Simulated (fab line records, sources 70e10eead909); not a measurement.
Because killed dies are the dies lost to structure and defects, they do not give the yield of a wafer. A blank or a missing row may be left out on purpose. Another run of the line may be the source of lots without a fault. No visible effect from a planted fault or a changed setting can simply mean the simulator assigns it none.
fab line records	flow nandHarc
[record] lots = 6	wafers = 18	lastDay = 33
route steps=1302 shown P_CONTACT@235 END@1302
lots that met no fault: from a run of the same line without faults
startH: hours from the record's first day to the start of the lot's first wafer shown	waitH: time in hours since the lot's previous step	" identical to the entry in the row above	L1.1+2: several wafers, shown together as one row	- no value, or no start was given	* or withheld: withheld	< > ~ a bound
route shown NAME@n: NAME is a module with steps in the file, n the number in the route of the first one	usual: the fault-free wafers' mean and standard deviation	same: alike in all rows	chamber/n: place in a boat	sites: the reading at each site	_std_site: standard deviation of those values	_edge_site: the outer-site mean with the inner-site mean subtracted	radiusMm: for every site, how far away it sits from the centre of the wafer	mask NAME#n: copy n	behind: tool/chamber where the wafer was last shaped	hold: cause of the lot's hold/its duration in hours/its outcome	device: whichever transistor did not switch (one of n, p or np)	end of line: the tests these same wafers got at the end of their route	for a step that has no rows: nothing shown but its recipe	killed: the dies lost at the first sort to structure and to defects; this is not the yield of the wafer	map: the dies of a wafer, with x for killed, . for not killed, _ for no die there
set.NAME: the setting that was run; set.NAME@STEP: the one run at that earlier step	model.NAME: the simulator's own value behind a step, which no gauge read
lots seen at some steps along the route; tables by step, rows by wafer
services: from which hour (startH, from the record's first day; less than 0 if before it) a tool's chamber was out of use, for how many hours, and why
[[steps]]
[step NHARC_P_CONTACT_DESCUM_17]
[recipe] timeS = 3	o2FlowSccm = 200	arFlowSccm = 0	biasPowerW = 0	chemistry = O2
[step NHARC_P_CONTACT_ETCH_35]
[recipe] targetDepthA = 390	overEtchFrac = 0.3	timeS = 65	ionEnergyEv = 80	cf4FlowSccm = 150	arFlowSccm = 0	rfW = 300	biasW = 100	chemistry = CF4
[usual] drypumpMotorCurrentA = 5.7/0.47	oesProductAu = 1.005/0.011	rfVppV = 151.0/0.98	showerheadPlenumPTorr = 1.73/0.059	throttleValvePct = 13.285/0.0093
[same] timeS = 65
lot.wafer	tool	chamber	startH	waitH	drypumpMotorCurrentA	oesProductAu	rfHoursCounterH	rfVppV	showerheadPlenumPTorr	throttleValvePct
L596.4	rieDiel-02	1	128.42	0.1	6.1	0.995	1.2	148.9	1.67	13.280
L596.3	"	2	"	"	5.4	1.016	1.2	150.9	1.72	13.271
L596.1	"	0	"	"	5.5	1.009	1.2	150.7	1.83	13.276
L602.1	rieDiel-03	1	195.30	0.1	5.2	1.000	1.8	150.5	1.66	13.292
L602.2	"	0	"	"	6.3	0.988	1.8	150.7	1.71	13.282
L602.5	"	1	"	"	5.3	0.997	-	151.0	1.66	13.269
L605.4	rieDiel-13	3	228.37	0.1	6.8	1.001	2.0	152.1	1.78	13.289
L605.1	"	1	"	"	5.8	1.027	2.2	151.1	1.80	13.285
L605.6	"	3	"	"	6.8	1.009	-	151.5	1.78	13.278
L613.4	rieDiel-02	2	301.36	0.1	5.4	0.994	2.9	149.9	1.72	13.288
L613.5	"	0	"	"	5.4	1.014	-	153.9	1.83	13.279
L613.6	"	1	"	"	6.1	1.006	-	151.3	1.67	13.303
L616.1	rieDiel-02	1	324.67	0.1	6.1	0.987	3.5	149.9	1.67	13.283
L616.4	"	3	"	"	5.6	1.007	3.3	151.3	1.79	13.281
L616.5	"	1	"	"	6.1	0.990	-	150.1	1.67	13.291
L617.4	rieDiel-13	1	340.47	0.1	5.8	1.038	9.1	152.8	1.79	13.297
L617.3	"	3	"	"	6.7	1.017	8.4	150.3	1.77	13.293
L617.5	"	1	"	"	5.8	1.041	-	152.5	1.79	13.285
[step NHARC_P_CONTACT_ETCH_36]
[recipe] targetDepthA = 2600	overEtchFrac = 0.25	timeS = 406.25	ionEnergyEv = 200	n2FlowSccm = 150	h2FlowSccm = 150	arFlowSccm = 0	rfW = 400	biasW = 150	chemistry = N2/H2
[usual] drypumpMotorCurrentA = 5.7/0.43	oesProductAu = 1.005/0.011	rfVppV = 429.4/2.2	showerheadPlenumPTorr = 2.00/0.073	throttleValvePct = 14.170/0.009
[same] timeS = 406.25
lot.wafer	tool	chamber	startH	waitH	drypumpMotorCurrentA	oesProductAu	rfHoursCounterH	rfVppV	showerheadPlenumPTorr	throttleValvePct
L596.1	rieDiel-02	0	-	-	5.5	0.996	1.2	432.1	2.12	14.175
L596.4	"	1	"	"	6.1	0.992	1.3	427.2	1.91	14.170
L596.3	"	2	"	"	5.4	1.006	1.3	428.3	1.98	14.181
L602.2	rieDiel-03	1	-	-	5.2	1.004	1.9	427.6	1.90	14.171
L602.1	"	3	"	"	5.7	0.985	1.6	429.0	1.96	14.171
L602.5	"	1	"	"	5.2	1.008	-	426.1	1.90	14.177
L605.1	rieDiel-13	0	-	-	5.5	1.006	1.9	432.4	2.05	14.178
L605.4	"	3	"	"	6.8	1.021	2.1	431.1	2.05	14.177
L605.6	"	1	"	"	5.8	1.016	-	430.7	2.07	14.157
L613.4	rieDiel-02	3	-	-	5.6	1.028	2.7	430.5	2.07	14.162
L613.5	"	1	"	"	6.1	1.002	-	427.3	1.91	14.192
L613.6	"	2	"	"	5.4	0.998	-	429.0	1.97	14.164
L616.1	rieDiel-02	1	-	-	6.1	0.986	3.6	427.2	1.91	14.173
L616.4	"	2	"	"	5.4	0.989	3.7	429.2	1.97	14.190
L616.5	"	3	"	"	5.6	1.012	-	430.9	2.07	14.190
L617.4	rieDiel-13	1	-	-	5.7	1.020	9.2	429.9	2.07	14.155
L617.3	"	2	"	"	5.8	1.002	7.5	426.9	1.94	14.177
L617.5	"	2	"	"	5.8	1.019	-	427.1	1.94	14.159
[step NHARC_P_CONTACT_ETCH_18]
[recipe] targetDepthA = 4810	timeS = 240.5	c4f8FlowSccm = 20	o2FlowSccm = 10	arFlowSccm = withheld	rfW = 600	biasW = 1500	chemistry = C4F8/O2/Ar
[usual] oesProductAu = 0.962/0.021	rfVppV = 976/4.8
[same] timeS = 240.5
lot.wafer	tool	chamber	startH	waitH	oesProductAu	rfHoursCounterH	rfVppV
L596.3	rieDiel-02	1	-	-	0.934	1.4	970
L596.4	"	2	"	"	0.954	1.4	973
L596.1	"	0	"	"	0.952	1.4	984
L602.2	rieDiel-03	3	-	-	0.949	1.7	972
L602.1	"	2	"	"	0.966	1.9	971
L602.5	"	3	"	"	0.960	-	973
L605.4	rieDiel-13	1	-	-	0.986	2.4	981
L605.1	"	0	"	"	0.958	2.1	979
L605.6	"	1	"	"	0.993	-	981
L613.4	rieDiel-02	0	-	-	0.952	2.6	983
L613.5	"	3	"	"	0.968	-	980
L613.6	"	0	"	"	0.951	-	983
L616.1	rieDiel-02	2	-	-	0.905	3.8	974
L616.4	"	3	"	"	0.926	3.6	980
L616.5	"	0	"	"	0.933	-	985
L617.4	rieDiel-13	0	-	-	0.967	9.0	980
L617.3	"	1	"	"	1.007	9.4	980
L617.5	"	1	"	"	0.999	-	980
[step NHARC_P_CONTACT_STRIP_37]
[recipe] c4f8FlowSccm = withheld	o2FlowSccm = 8	arFlowSccm = withheld	biasW = 0	chemistry = C4F8/O2/Ar
[step NHARC_P_CONTACT_ETCH_31]
[recipe] targetDepthA = 300	timeS = 85.7	ionEnergyEv = 120	overEtchFrac = 1	ch3fFlowSccm = 50	o2FlowSccm = 30	arFlowSccm = 200	rfW = 500	biasW = 100	chemistry = CH3F/O2
[step NHARC_P_CONTACT_CD_MEAS_19]
[usual] cdNm = 90.5/1.7
lot.wafer	tool	chamber	startH	waitH	cdNm
L596.1	cdSem-03	-	129.20	-	89.2
L596.3	"	-	"	"	88.4
L596.4	"	-	"	"	89.4
L602.1	cdSem-03	-	196.08	-	91.6
L602.2	"	-	"	"	91.4
L602.5	"	-	"	"	90.7
L605.1	cdSem-01	-	229.16	-	89.7
L605.4	"	-	"	"	88.5
L605.6	"	-	"	"	86.4
L613.4	cdSem-03	-	302.14	-	89.2
L613.5	"	-	"	"	90.9
L613.6	"	-	"	"	88.6
L616.1	cdSem-01	-	325.46	-	91.9
L616.4	"	-	"	"	89.0
L616.5	"	-	"	"	90.1
L617.3	cdSem-02	-	341.26	-	91.9
L617.4	"	-	"	"	88.4
L617.5	"	-	"	"	92.5
[step NHARC_P_CONTACT_STRIP_28]
[recipe] o2FlowSccm = 500	arFlowSccm = 0	biasW = 0	chemistry = O2
[usual] drypumpMotorCurrentA = 5.7/0.43	oesProductAu = 1.004/0.011	rfVppV = 57.6/0.96	showerheadPlenumPTorr = 3.44/0.11	throttleValvePct = 17.037/0.01
lot.wafer	tool	chamber	startH	waitH	drypumpMotorCurrentA	oesProductAu	rfHoursCounterH	rfVppV	showerheadPlenumPTorr	throttleValvePct
L596.4	rieDiel-02	1	129.27	0.1	6.1	0.993	1.6	55.9	3.32	17.050
L596.1	"	2	"	"	5.5	1.002	1.5	56.6	3.43	17.025
L596.3	"	3	"	"	5.6	1.009	1.5	58.4	3.58	17.040
L602.1	rieDiel-02	2	196.16	0.1	5.4	1.010	2.7	58.0	3.43	17.039
L602.2	"	0	"	"	5.5	1.024	2.4	56.8	3.66	17.026
L602.5	"	2	"	"	5.4	1.011	-	57.7	3.43	17.031
L605.1	rieDiel-03	2	229.25	0.1	5.0	0.994	2.8	56.8	3.33	17.023
L605.4	"	3	"	"	5.7	0.999	2.3	57.4	3.40	17.026
L605.6	"	2	"	"	5.0	1.012	-	56.3	3.33	17.036
L613.4	rieDiel-02	1	302.24	0.1	6.1	1.003	3.0	57.2	3.32	17.034
L613.5	"	3	"	"	5.6	1.013	-	58.4	3.57	17.050
L613.6	"	0	"	"	5.5	1.023	-	57.0	3.66	17.050
L616.1	rieDiel-13	3	325.53	0.1	6.8	1.013	7.5	58.2	3.54	17.044
L616.4	"	2	"	"	5.8	1.007	6.7	57.1	3.37	17.024
L616.5	"	3	"	"	6.8	1.010	-	57.3	3.54	17.048
L617.3	rieDiel-02	1	341.35	0.1	6.1	0.994	4.0	58.9	3.32	17.045
L617.4	"	3	"	"	5.6	1.004	3.9	57.8	3.57	17.034
L617.5	"	0	"	"	5.4	1.006	-	60.2	3.66	17.039
[step NHARC_P_CONTACT_STRIP_29]
[recipe] timeS = 1200	tempC = 72.5	chemistry = postEtchResidueRemover
[step NHARC_P_CONTACT_DEGAS_38]
[recipe] tempC = 300	timeS = 60
[step NHARC_P_CONTACT_PRE_CLEAN_39]
[recipe] timeS = 19.5	biasV = 250	gas = Ar
[step NHARC_P_CONTACT_PVD_32]
[recipe] targetThkA = 50	chamberPressurePa = 5	powerW = 5000	substrateTempC = 200	timeS = 17.7	material = Ti
[step NHARC_P_CONTACT_ALD_22]
[recipe] targetThkA = 30	pulseTimeS = 1	aldCycles = 150	tempC = 450	material = TiN
[usual] aldCycles = 150/0	heaterPowerW = 1074/76	precursorPulseHeightRel = 0.998/0.021
lot.wafer	tool	chamber	startH	waitH	aldCycles	heaterPowerW	precursorPulseHeightRel
L596.3	aldMetal-03	0	130.18	-	150	960	1.003
L596.1	"	1	"	"	150	1055	1.014
L596.4	"	2	"	"	150	1056	1.018
L602.1	aldMetal-04	1	197.04	-	150	1142	0.972
L602.2	"	3	"	"	150	1192	1.020
L602.5	"	1	"	"	150	1118	1.022
L605.4	aldMetal-04	2	230.15	-	150	1200	1.021
L605.1	"	3	"	"	150	1202	1.018
L605.6	"	1	"	"	150	1094	1.020
L613.4	aldMetal-03	0	303.09	-	69	986	1.037
L613.6	"	0	"	"	69	980	0.992
L613.5	"	1	"	"	69	1013	0.997
L616.1	aldMetal-03	1	326.43	-	69	1040	1.032
L616.4	"	2	"	"	69	1037	0.999
L616.5	"	0	"	"	69	1000	1.046
L617.4	aldMetal-02	1	342.25	-	150	965	1.001
L617.3	"	3	"	"	150	1089	1.027
L617.5	"	1	"	"	150	942	1.012
[step NHARC_P_CONTACT_CVD_23]
[recipe] targetThkA = 2000	tempC = 300	pressureTorr = 40	wf6FlowSccm = 40	h2FlowSccm = 1600	arFlowSccm = 1560	timeS = 557	material = W
[usual] heaterPowerW = 487/55	mfcH2Sccm = 1601/4.5	throttleValvePct = 7.97/0.2
[same] timeS = 557
lot.wafer	tool	chamber	startH	waitH	heaterPowerW	mfcH2Sccm	throttleValvePct
L596.1	cvdW-01	1	-	-	404	1594	8.02
L596.4	"	0	"	"	484	1607	7.90
L596.3	"	1	"	"	409	1592	7.67
L602.2	cvdW-02	0	-	-	479	1597	7.91
L602.1	"	1	"	"	568	1604	8.15
L602.5	"	1	"	"	579	1600	8.36
L605.1	cvdW-02	1	-	-	574	1601	8.05
L605.4	"	0	"	"	500	1591	8.08
L605.6	"	0	"	"	503	1593	8.27
L613.4	cvdW-01	1	-	-	429	1603	7.84
L613.6	"	1	"	"	425	1597	8.20
L613.5	"	0	"	"	463	1601	8.11
L616.1	cvdW-01	1	-	-	434	1606	8.06
L616.4	"	1	"	"	434	1604	8.08
L616.5	"	1	"	"	441	1603	8.05
L617.4	cvdW-02	1	-	-	580	1610	7.93
L617.3	"	0	"	"	525	1604	8.12
L617.5	"	0	"	"	506	1604	7.93
[step NHARC_END_SORT_01]
[recipe] tempC = 25
[usual] killedAtArray = 55/20	killedAtOther = 1.1/1.2	killedAtPeriphery = 3.8/2.8	killedDies = 60/19	killedOpen = 3.4/1.9	killedShort = 2.2/1.5
[same] grossDies = 677
lot.wafer	tool	chamber	startH	waitH	hold	killedAtArray	killedAtOther	killedAtPeriphery	killedDies	killedOpen	killedShort
L596.1	prober-02	0	568.21	2.5	-	71	1	4	76	0	0
L596.3	prober-02	0	569.81	3.1	-	52	1	5	58	3	3
L596.4	prober-02	0	570.60	3.4	-	61	2	7	70	3	2
L602.1	prober-02	0	633.31	2.5	-	36	4	0	40	3	7
L602.2	prober-02	0	634.11	2.8	-	29	1	0	30	2	1
L602.5	prober-02	0	636.51	3.7	-	22	4	3	29	3	2
L605.1	prober-02	0	682.96	2.5	-	40	0	7	47	2	2
L605.4	prober-02	0	685.39	3.4	-	47	0	2	49	2	1
L605.6	prober-02	0	687.01	4.1	-	41	1	3	45	2	2
L613.4	prober-01	0	762.13	3.4	awaitDispo/1.5h/scrap	46	2	629	677	5	1
L613.5	prober-01	0	762.94	3.7	awaitDispo/1.5h/scrap	55	0	622	677	3	4
L613.6	prober-01	0	763.74	4.0	awaitDispo/1.5h/scrap	56	1	620	677	2	3
L616.1	prober-02	0	767.04	2.5	awaitDispo/1.0h/scrap	32	0	645	677	3	3
L616.4	prober-02	0	769.45	3.4	awaitDispo/1.0h/scrap	35	1	641	677	3	2
L616.5	prober-02	0	770.25	3.7	awaitDispo/1.0h/scrap	32	1	644	677	0	1
L617.3	prober-02	0	782.85	3.1	-	19	2	3	24	7	1
L617.4	prober-02	0	783.65	3.4	-	15	2	4	21	3	1
L617.5	prober-02	0	784.45	3.7	-	27	2	0	29	4	3
// killed by level:class
L596.1 A_CHANNEL_HOLE_D1:chamberFilmFlake=30 A_CHANNEL_HOLE_D2:chamberFilmFlake=28 A_M1:chamberFilmFlake=5 P_ZERO_WELL:chamberFilmFlake=2 P_GATE:chamberFilmFlake=2 A_STAIRCASE:chamberFilmFlake=2 A_SLIT:chamberFilmFlake=2 A_CONTACT:chamberFilmFlake=2
L596.3 A_CHANNEL_HOLE_D2:chamberFilmFlake=22 A_CHANNEL_HOLE_D1:chamberFilmFlake=17 A_CONTACT:chamberFilmFlake=3 P_CONTACT:geometricParticle:open=2 A_STAIRCASE:chamberFilmFlake=2 A_WL_FILL:chamberFilmFlake=2 P_STI:geometricParticle:short=1 A_CHANNEL_FILL_D1:geometricParticle:short=1
L596.4 A_CHANNEL_HOLE_D1:chamberFilmFlake=27 A_CHANNEL_HOLE_D2:chamberFilmFlake=18 A_STAIRCASE:chamberFilmFlake=4 P_ZERO_WELL:chamberFilmFlake=3 A_M1:chamberFilmFlake=3 P_GATE:chamberFilmFlake=2 A_DECK1_JOINT:chamberFilmFlake=2 THIN_TSV:chamberFilmFlake=2
L602.1 A_CHANNEL_HOLE_D2:chamberFilmFlake=16 A_CHANNEL_HOLE_D1:chamberFilmFlake=5 A_ONON_D2:geometricParticle:short=2 A_WL_FILL:geometricParticle:short=2 A_STAIRCASE:chamberFilmFlake=2 A_CONTACT:chamberFilmFlake=2 THIN_TSV:chamberFilmFlake=2 A_CHANNEL_FILL_D1:geometricParticle:open=1
L602.2 A_CHANNEL_HOLE_D2:chamberFilmFlake=12 A_SLIT:chamberFilmFlake=3 A_CONTACT:chamberFilmFlake=3 A_ZERO_WELL:chamberFilmFlake=2 A_CHANNEL_HOLE_D1:chamberFilmFlake=2 A_STAIRCASE:chamberFilmFlake=2 A_SOURCE_PLATE:geometricParticle:open=1 A_CHANNEL_FILL_D1:geometricParticle:open=1
L602.5 A_CHANNEL_HOLE_D2:chamberFilmFlake=11 A_CHANNEL_HOLE_D1:chamberFilmFlake=4 THIN_TSV:chamberFilmFlake=4 P_M0:geometricParticle:open=1 P_M2:geometricParticle:short=1 A_WL_FILL:geometricParticle:open=1 A_WL_FILL:geometricParticle:short=1 A_BLC:geometricParticle:open=1
L605.1 A_CHANNEL_HOLE_D2:chamberFilmFlake=12 A_CHANNEL_HOLE_D1:chamberFilmFlake=6 A_STAIRCASE:chamberFilmFlake=5 P_STI:chamberFilmFlake=4 A_WL_FILL:chamberFilmFlake=4 A_CONTACT:chamberFilmFlake=4 P_GATE:chamberFilmFlake=3 A_BONDPAD:chamberFilmFlake=3
L605.4 A_CHANNEL_HOLE_D2:chamberFilmFlake=25 A_SLIT:chamberFilmFlake=4 A_CONTACT:chamberFilmFlake=4 A_BONDPAD:chamberFilmFlake=3 A_BLC:geometricParticle:open=2 P_GATE:chamberFilmFlake=2 A_DECK1_JOINT:chamberFilmFlake=2 A_STAIRCASE:chamberFilmFlake=2
L605.6 A_CHANNEL_HOLE_D2:chamberFilmFlake=13 A_STAIRCASE:chamberFilmFlake=5 A_CONTACT:chamberFilmFlake=5 A_CHANNEL_HOLE_D1:chamberFilmFlake=4 A_SLIT:chamberFilmFlake=4 P_GATE:chamberFilmFlake=3 A_BONDPAD:chamberFilmFlake=3 A_SOURCE_PLATE:geometricParticle:open=1
L613.4 P_CONTACT:areaAld=627 A_CHANNEL_HOLE_D2:chamberFilmFlake=22 A_CHANNEL_HOLE_D1:chamberFilmFlake=10 A_SLIT:chamberFilmFlake=4 A_CONTACT:chamberFilmFlake=3 A_WL_FILL:chamberFilmFlake=2 P_CONTACT:geometricParticle:open=1 A_CHANNEL_HOLE_D1:geometricParticle:short=1
L613.5 P_CONTACT:areaAld=620 A_CHANNEL_HOLE_D2:chamberFilmFlake=21 A_CHANNEL_HOLE_D1:chamberFilmFlake=11 A_SLIT:chamberFilmFlake=7 A_STAIRCASE:chamberFilmFlake=3 A_WL_FILL:chamberFilmFlake=2 A_CONTACT:chamberFilmFlake=2 A_M1:chamberFilmFlake=2
L613.6 P_CONTACT:areaAld=620 A_CHANNEL_HOLE_D2:chamberFilmFlake=24 A_CHANNEL_HOLE_D1:chamberFilmFlake=12 A_SLIT:chamberFilmFlake=3 A_DECK1_JOINT:chamberFilmFlake=3 A_STAIRCASE:chamberFilmFlake=3 A_ZERO_WELL:chamberFilmFlake=2 A_CHANNEL_FILL_D1:geometricParticle:short=1
L616.1 P_CONTACT:areaAld=641 A_CHANNEL_HOLE_D1:chamberFilmFlake=9 A_SLIT:chamberFilmFlake=7 A_STAIRCASE:chamberFilmFlake=5 A_CONTACT:chamberFilmFlake=5 P_STI:chamberFilmFlake=2 P_STI:geometricParticle:short=1 P_M0:geometricParticle:open=1
L616.4 P_CONTACT:areaAld=637 A_CHANNEL_HOLE_D1:chamberFilmFlake=12 A_CONTACT:chamberFilmFlake=6 A_STAIRCASE:chamberFilmFlake=5 A_SLIT:chamberFilmFlake=5 P_STI:chamberFilmFlake=2 A_CHANNEL_HOLE_D2:chamberFilmFlake=2 P_M2:geometricParticle:short=1
L616.5 P_CONTACT:areaAld=639 A_CHANNEL_HOLE_D1:chamberFilmFlake=12 A_SLIT:chamberFilmFlake=6 A_STAIRCASE:chamberFilmFlake=4 A_CONTACT:chamberFilmFlake=4 A_BLC:chamberFilmFlake=4 P_STI:chamberFilmFlake=3 P_M2:chamberFilmFlake=2
L617.3 A_SLIT:chamberFilmFlake=6 A_CHANNEL_FILL_D1:chamberFilmFlake=3 A_CHANNEL_FILL_D2:geometricParticle:open=2 P_CONTACT:geometricParticle:open=1 P_M0:geometricParticle:open=1 A_DECK1_JOINT:geometricParticle:open=1 A_CHANNEL_HOLE_D2:geometricParticle:open=1 A_WL_FILL:geometricParticle:short=1
L617.4 A_SLIT:chamberFilmFlake=6 P_BONDPAD:chamberFilmFlake=3 A_STAIRCASE:chamberFilmFlake=2 THIN_TSV:chamberFilmFlake=2 A_ONON_D2:geometricParticle:short=1 A_CHANNEL_FILL_D2:geometricParticle:open=1 A_WL_FILL:geometricParticle:open=1 A_M0:geometricParticle:open=1
L617.5 A_STAIRCASE:chamberFilmFlake=7 A_SLIT:chamberFilmFlake=7 A_WL_FILL:geometricParticle:short=2 A_CHANNEL_FILL_D1:chamberFilmFlake=2 A_WL_FILL:chamberFilmFlake=2 THIN_TSV:chamberFilmFlake=2 A_ONON_D1:geometricParticle:open=1 A_CHANNEL_FILL_D1:geometricParticle:open=1
// map L613.4 (x killed, . not)
____________x____________
_________xxxxxxx_________
_______xxxxxxxxxxx_______
______xxxxxxxxxxxxx______
_____xxxxxxxxxxxxxxx_____
____xxxxxxxxxxxxxxxxx____
____xxxxxxxxxxxxxxxxx____
___xxxxxxxxxxxxxxxxxxx___
___xxxxxxxxxxxxxxxxxxx___
__xxxxxxxxxxxxxxxxxxxxx__
__xxxxxxxxxxxxxxxxxxxxx__
_xxxxxxxxxxxxxxxxxxxxxxx_
_xxxxxxxxxxxxxxxxxxxxxxx_
_xxxxxxxxxxxxxxxxxxxxxxx_
_xxxxxxxxxxxxxxxxxxxxxxx_
_xxxxxxxxxxxxxxxxxxxxxxx_
xxxxxxxxxxxxxxxxxxxxxxxxx
xxxxxxxxxxxxxxxxxxxxxxxxx
xxxxxxxxxxxxxxxxxxxxxxxxx
xxxxxxxxxxxxxxxxxxxxxxxxx
xxxxxxxxxxxxxxxxxxxxxxxxx
_xxxxxxxxxxxxxxxxxxxxxxx_
_xxxxxxxxxxxxxxxxxxxxxxx_
_xxxxxxxxxxxxxxxxxxxxxxx_
_xxxxxxxxxxxxxxxxxxxxxxx_
_xxxxxxxxxxxxxxxxxxxxxxx_
__xxxxxxxxxxxxxxxxxxxxx__
__xxxxxxxxxxxxxxxxxxxxx__
___xxxxxxxxxxxxxxxxxxx___
___xxxxxxxxxxxxxxxxxxx___
____xxxxxxxxxxxxxxxxx____
____xxxxxxxxxxxxxxxxx____
_____xxxxxxxxxxxxxxx_____
______xxxxxxxxxxxxx______
_______xxxxxxxxxxx_______
_________xxxxxxx_________
____________x____________
// map L616.1 (x killed, . not)
____________x____________
_________xxxxxxx_________
_______xxxxxxxxxxx_______
______xxxxxxxxxxxxx______
_____xxxxxxxxxxxxxxx_____
____xxxxxxxxxxxxxxxxx____
____xxxxxxxxxxxxxxxxx____
___xxxxxxxxxxxxxxxxxxx___
___xxxxxxxxxxxxxxxxxxx___
__xxxxxxxxxxxxxxxxxxxxx__
__xxxxxxxxxxxxxxxxxxxxx__
_xxxxxxxxxxxxxxxxxxxxxxx_
_xxxxxxxxxxxxxxxxxxxxxxx_
_xxxxxxxxxxxxxxxxxxxxxxx_
_xxxxxxxxxxxxxxxxxxxxxxx_
_xxxxxxxxxxxxxxxxxxxxxxx_
xxxxxxxxxxxxxxxxxxxxxxxxx
xxxxxxxxxxxxxxxxxxxxxxxxx
xxxxxxxxxxxxxxxxxxxxxxxxx
xxxxxxxxxxxxxxxxxxxxxxxxx
xxxxxxxxxxxxxxxxxxxxxxxxx
_xxxxxxxxxxxxxxxxxxxxxxx_
_xxxxxxxxxxxxxxxxxxxxxxx_
_xxxxxxxxxxxxxxxxxxxxxxx_
_xxxxxxxxxxxxxxxxxxxxxxx_
_xxxxxxxxxxxxxxxxxxxxxxx_
__xxxxxxxxxxxxxxxxxxxxx__
__xxxxxxxxxxxxxxxxxxxxx__
___xxxxxxxxxxxxxxxxxxx___
___xxxxxxxxxxxxxxxxxxx___
____xxxxxxxxxxxxxxxxx____
____xxxxxxxxxxxxxxxxx____
_____xxxxxxxxxxxxxxx_____
______xxxxxxxxxxxxx______
_______xxxxxxxxxxx_______
_________xxxxxxx_________
____________x____________
[[services]]
tool	chamber	startH	hours	kind
cvdW-01	-	117.36	1.4	repair
rieDiel-13	0	136.59	4.9	repair
cvdW-02	-	140.55	0.2	repair
cvdW-01	-	161.26	0.9	repair
rieDiel-13	-	165.01	9.0	pm
rieDiel-03	-	167.53	1.0	repair
rieDiel-03	-	169.19	0.6	repair
rieDiel-02	0	174.63	1.2	repair
cvdW-01	-	185.00	13.0	pm
rieDiel-02	-	186.42	0.4	repair
rieDiel-13	0	190.23	5.5	repair
aldMetal-03	1	201.77	2.3	repair
aldMetal-03	-	212.00	10.0	pm
cvdW-02	-	214.70	0.9	repair
rieDiel-13	0	216.19	6.8	repair
rieDiel-02	-	216.70	9.0	pm
rieDiel-03	-	281.30	9.0	pm
rieDiel-13	0	283.41	4.2	repair
rieDiel-13	2	294.65	1.3	repair
rieDiel-03	-	296.61	5.7	repair
rieDiel-13	2	308.50	5.5	repair
rieDiel-03	3	323.72	14.0	repair
rieDiel-02	1	331.10	1.5	repair
rieDiel-13	-	342.01	9.0	pm
[[key]]
[firstSign] step = NHARC_P_CONTACT_ALD_22	reading = aldCycles	direction = down	sigmas = 99+	usual = 150	struck = 69
[effect] step = NHARC_END_SORT_01	reading = killedAtPeriphery	direction = up	sigmas = 99+	usual = 3.8	struck = 633.5
[moreKillsBornAt] NHARC_P_CONTACT_ALD_22@aldMetal-03 = 3784
metAt NHARC_P_CONTACT_ALD_22
struckWafers L613.4,L613.5,L613.6,L616.1,L616.4,L616.5
laterRowsLeftOut L613.4,L613.5,L613.6,L616.1,L616.4,L616.5
testerLeftOut L613,L616
onsetBetween 130.18 303.09
[fault] kind = processParameterDrift	tool = aldMetal-03	chamber = -	onsetH = 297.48	steps = NHARC_P_CONTACT_ALD_22	channel = aldCycles	offset = -81	shape = step	endH = 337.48	actsIn = theseRecipesOnly	stated = 150
// testerLeftOut: of these lots the tester's yield and bins aren't shown, on N5 and GAA mostly nor the transistor test; their killed dies are dies lost to structure and defects alone, not to doping, threshold or leakage, so they don't give the yield
// laterRowsLeftOut: the simulator's readings of these wafers behind a module that went badly wrong aren't trusted and aren't shown, but for the sort
